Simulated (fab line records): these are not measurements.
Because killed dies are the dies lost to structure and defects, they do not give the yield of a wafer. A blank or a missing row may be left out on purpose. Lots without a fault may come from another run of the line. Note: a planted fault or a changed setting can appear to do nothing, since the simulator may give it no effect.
fab line records | flow nandHarc
record lots=6 wafers=18 lastDay=32
route steps=1302 shown P_ZERO_WELL@30
lots with no fault: from the same line, run without faults
startH: the number of hours between the record's first day and the start of the first shown wafer of the lot | waitH: hours from the lot's prior step to this one | " repeats the value in the row above | L1.1+2: a single row standing in for several wafers | - either no value or no given start | * or withheld: withheld | < > ~ a bound
route shown NAME@n: NAME is a module with steps in the file, n the number in the route of the first one | usual: average and standard deviation across the fault-free wafers | same: alike in all rows | chamber/n: place in a boat | sites: per-site readings | _std_site: their standard deviation | _edge_site: the outer-site mean with the inner-site mean subtracted | radiusMm: for every site, how far away it sits from the centre of the wafer | mask NAME#n: copy n | behind: the last tool/chamber to shape the wafer | hold: what put the lot on hold/how long, in hours/how the hold closed | device: transistor that didn't switch, given as n, p or np | end of line: the tests these same wafers got at the end of their route | where a step has no rows: the recipe by itself | killed: not the wafer's yield, but the dies lost to structure and defects at the first sort | map: dies across one wafer; x = killed, . = not, _ = none there
set.NAME: the setting as run; set.NAME@STEP: as run at that earlier step | model.NAME: the simulator's own value behind a step, which no gauge read
certain route steps with their lots: each step a table, each wafer a row
services: from which hour (startH, from the record's first day; less than 0 if before it) a tool's chamber was out of use, for how many hours, and why
## steps
# step NHARC_P_ZERO_WELL_HARDBAKE_25
# recipe tempC=125 timeS=80
# step NHARC_P_ZERO_WELL_DESCUM_26
# recipe timeS=3 o2FlowSccm=200 arFlowSccm=0 biasPowerW=0 chemistry=O2
# usual chamberPressureMTorr=60.00/0.055 drypumpMotorCurrentA=5.5/0.48 oesProductAu=1.001/0.0082 rfVppV=57.8/0.9 showerheadPlenumPTorr=1.93/0.092 throttleValvePct=11.311/0.0096
# columns lot.wafer tool chamber startH waitH chamberPressureMTorr drypumpMotorCurrentA oesProductAu rfHoursCounterH rfVppV showerheadPlenumPTorr throttleValvePct
L918.4 rieDiel-07 2 6.86 - 59.91 6.1 0.998 19 57.0 2.02 11.325
L918.1 " 3 " " 59.99 4.7 1.002 19 57.0 1.88 11.318
L918.5 " 2 " " 60.03 6.1 1.000 - 57.6 2.02 11.321
L921.1 rieDiel-07 2 28.53 - 59.96 6.1 0.997 29 56.8 2.02 11.299
L921.2 " 3 " " 59.96 4.7 0.998 28 58.6 1.87 11.307
L921.6 " 0 " " 59.95 4.8 1.019 - 58.3 2.01 11.311
L927.4 rieDiel-01 3 94.56 - 59.96 5.5 1.002 27 57.7 2.01 11.299
L927.3 " 1 " " 59.86 5.8 1.017 30 56.3 1.81 11.320
L927.5 " 2 " " 60.06 5.9 0.995 - 57.5 2.05 11.312
L934.2 rieDiel-01 0 158.91 - 59.91 4.9 0.986 52 57.3 1.90 11.320
L934.1 " 1 " " 59.99 5.8 1.011 49 58.4 1.80 11.306
L934.5 " 3 " " 60.05 5.6 0.996 - 58.7 2.00 11.297
L936.1 rieDiel-08 2 178.91 - 60.05 6.1 0.997 1 57.3 1.83 11.308
L936.4 " 3 " " 59.99 5.8 1.013 1 58.6 1.86 11.311
L936.2 " 0 " " 59.98 5.0 1.008 1 58.6 1.97 11.306
L940.3 rieDiel-08 2 218.51 - 59.90 6.1 0.998 12 55.9 1.83 11.299
L940.5 " 1 " " 60.02 5.6 1.016 - 57.1 1.88 11.311
L940.6 " 2 " " 59.98 6.1 0.994 - 58.8 1.83 11.321
# step NHARC_P_ZERO_WELL_IMPLANT_27
# recipe energyKev=600 doseCm2=1e+13 tiltDeg=7
# step NHARC_P_ZERO_WELL_IMPLANT_57
# recipe energyKev=250 doseCm2=4e+12 tiltDeg=7
# step NHARC_P_ZERO_WELL_IMPLANT_58
# recipe energyKev=100 doseCm2=2e+12 tiltDeg=7
# step NHARC_P_ZERO_WELL_STRIP_28
# recipe timeS=840 tempC=130 chemistry=SPM
# step NHARC_P_ZERO_WELL_DEHYDRATE_29
# recipe tempC=150 timeS=120
# step NHARC_P_ZERO_WELL_HMDS_30
# recipe timeS=30
# step NHARC_P_ZERO_WELL_COAT_31
# recipe spinRpm=withheld
# step NHARC_P_ZERO_WELL_SOFTBAKE_32
# recipe tempC=122 timeS=95
# step NHARC_P_ZERO_WELL_EBR_33
# step NHARC_P_ZERO_WELL_EXPOSE_34
# recipe na=0.6 targetCdNm=720 doseMj=22.31 maskId=P_PWELL
# step NHARC_P_ZERO_WELL_PEB_35
# recipe pebTempC=118 pebTimeS=85
# usual heaterPowerTotalW=163.98/0.29 plateTempC=117.98/0.14
# columns lot.wafer tool chamber startH waitH heaterPowerTotalW plateTempC
L918.1 lithoTrack-02 0 8.12 0.1 163.73 118.00
L918.4 " 0 " " 164.46 117.83
L918.5 " 0 " " 163.54 118.07
L921.1 lithoTrack-05 0 35.32 0.1 164.35 117.84
L921.2 " 0 " " 163.67 117.81
L921.6 " 0 " " 163.63 117.96
L927.3 lithoTrack-07 0 95.99 0.1 163.83 117.95
L927.4 " 0 " " 163.70 118.06
L927.5 " 0 " " 163.66 117.85
L934.1 lithoTrack-02 0 160.26 0.1 189.31 131.05
L934.2 " 0 " " 189.03 131.29
L934.5 " 0 " " 189.22 131.20
L936.1 lithoTrack-02 0 180.17 0.1 187.58 131.22
L936.2 " 0 " " 189.35 131.24
L936.4 " 0 " " 189.32 131.20
L940.3 lithoTrack-07 0 219.77 0.1 164.39 118.18
L940.5 " 0 " " 164.39 118.20
L940.6 " 0 " " 164.48 118.03
# step NHARC_P_ZERO_WELL_DEVELOP_36
# recipe timeS=70
# step NHARC_P_ZERO_WELL_CD_MEAS_37
# recipe targetCdNm=720 landingEnergyEv=500
# usual cdNm=719.4/1.7
# columns lot.wafer tool chamber startH waitH cdNm
L918.1 cdSem-02 0 8.21 - 719.5
L918.4 " 0 " " 717.0
L918.5 " 0 " " 718.3
L921.1 cdSem-02 0 35.41 - 720.2
L921.2 " 0 " " 722.8
L921.6 " 0 " " 719.5
L927.3 cdSem-01 0 96.08 - 719.1
L927.4 " 0 " " 719.9
L927.5 " 0 " " 720.7
L934.1 cdSem-03 0 160.35 - 728.9
L934.2 " 0 " " 724.9
L934.5 " 0 " " 728.6
L936.1 cdSem-02 0 180.26 - 728.3
L936.2 " 0 " " 729.2
L936.4 " 0 " " 728.9
L940.3 cdSem-01 0 219.87 - 720.1
L940.5 " 0 " " 721.3
L940.6 " 0 " " 720.1
# step NHARC_P_ZERO_WELL_HARDBAKE_38
# recipe tempC=125 timeS=80
## services
# columns tool chamber startH hours kind
rieDiel-08 - -10.08 9.0 pm
rieDiel-08 0 -10.08 9.0 ventCycle
rieDiel-08 1 -10.08 9.0 ventCycle
rieDiel-08 2 -10.08 9.0 ventCycle
rieDiel-07 - -0.22 0.3 repair
rieDiel-08 - -0.21 0.2 repair
rieDiel-01 - 3.45 9.0 pm
rieDiel-01 3 14.27 9.6 repair
lithoTrack-02 - 28.00 7.0 pm
rieDiel-07 3 39.84 5.1 repair
lithoTrack-07 - 52.00 7.0 pm
rieDiel-07 2 54.82 7.5 repair
rieDiel-01 3 73.94 4.3 repair
rieDiel-08 3 86.20 5.9 repair
rieDiel-07 - 93.46 9.0 pm
lithoTrack-05 - 100.00 7.0 pm
rieDiel-08 - 101.26 0.4 repair
rieDiel-08 - 102.19 1.1 repair
rieDiel-08 2 155.84 5.4 repair
rieDiel-01 2 164.96 19.1 repair
rieDiel-08 - 167.08 9.0 pm
rieDiel-01 - 180.45 9.0 pm
rieDiel-01 - 199.29 1.8 repair
lithoTrack-02 - 203.00 7.0 pm
## key
firstSign step=NHARC_P_ZERO_WELL_PEB_35 reading=plateTempC direction=up sigmas=96 usual=* struck=*
effect step=NHARC_P_ZERO_WELL_PEB_35 reading=heaterPowerTotalW direction=up sigmas=87 usual=* struck=*
effect step=NHARC_P_ZERO_WELL_CD_MEAS_37 reading=cdNm direction=up sigmas=5.2 usual=719.4 struck=728.1
metAt NHARC_P_ZERO_WELL_PEB_35
struckWafers L934.1,L934.2,L934.5,L936.1,L936.2,L936.4
testerLeftOut L934,L936
onsetBetween 8.12 160.26
fault kind=processParameterDrift tool=lithoTrack-02 chamber=- onsetH=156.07 steps=NHARC_P_ZERO_WELL_PEB_35 channel=pebTempC offset=* shape=step endH=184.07 actsIn=* stated=*
# testerLeftOut: of these lots the tester's yield and bins aren't shown, on N5 and GAA mostly nor the transistor test; their killed dies are dies lost to structure and defects alone, not to doping, threshold or leakage, so they don't give the yield
